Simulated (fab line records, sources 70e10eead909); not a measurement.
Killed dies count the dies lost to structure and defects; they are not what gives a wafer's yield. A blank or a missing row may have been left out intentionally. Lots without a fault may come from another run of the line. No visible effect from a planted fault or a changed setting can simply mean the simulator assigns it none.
Which tool did it?	flow nand harc	12 lots, 36 wafers sampled, at 1 step of a route of 1302

== WHAT THE GAUGES SHOWED, per wafer ==
NHARC_A_SGD_CUT_INSPECT_25.
lot	measured	on	raw defect count
L075	day 20 06:41	defect inspect-02	363 424 322
L076	day 20 06:44	defect inspect-02	409 407 337
L079	day 21 14:11	defect inspect-01	313 301 370
L081	day 22 13:44	defect inspect-02	352 359 407
L084	day 23 16:48	defect inspect-01	476 386 369
L083	day 23 16:51	defect inspect-01	274 419 333
L088	day 25 04:41	defect inspect-01	342 525 335
L087	day 25 04:52	defect inspect-02	449 330 292
L093	day 27 00:53	defect inspect-02	441 438 447
L091	day 27 00:58	defect inspect-01	454 396 367
L095	day 28 12:55	defect inspect-02	255 294 241
L096	day 29 01:25	defect inspect-01	439 451 407

== WHAT TOOL EACH LOT RAN ON (gives the tool, then ch and the chambers of the sampled wafers, and finally the start) ==
Before these readings, the record contains no process step.

== THE ANSWER, worked out from the rows above alone ==
Rule: the usual values come from the lots themselves. Put in order of their means at a reading, lots are off if they are a third of the lots or fewer, leave a main group of 4 or more, and stand apart from it by a gap of 3 or more times the standard deviation of the main group's means; of several such gaps the widest counts. The tables above print the reading to a certain number of digits; a main group whose means all agree to those digits is not used. Also off: a lot with no number at a reading for which 4 or more lots have one. Where the step has rows for the other lots, those lots are counted as sound.
Nothing can be told from this: no lot is off at any reading shown.

== WHAT THE SIMULATOR HAD INSERTED ==
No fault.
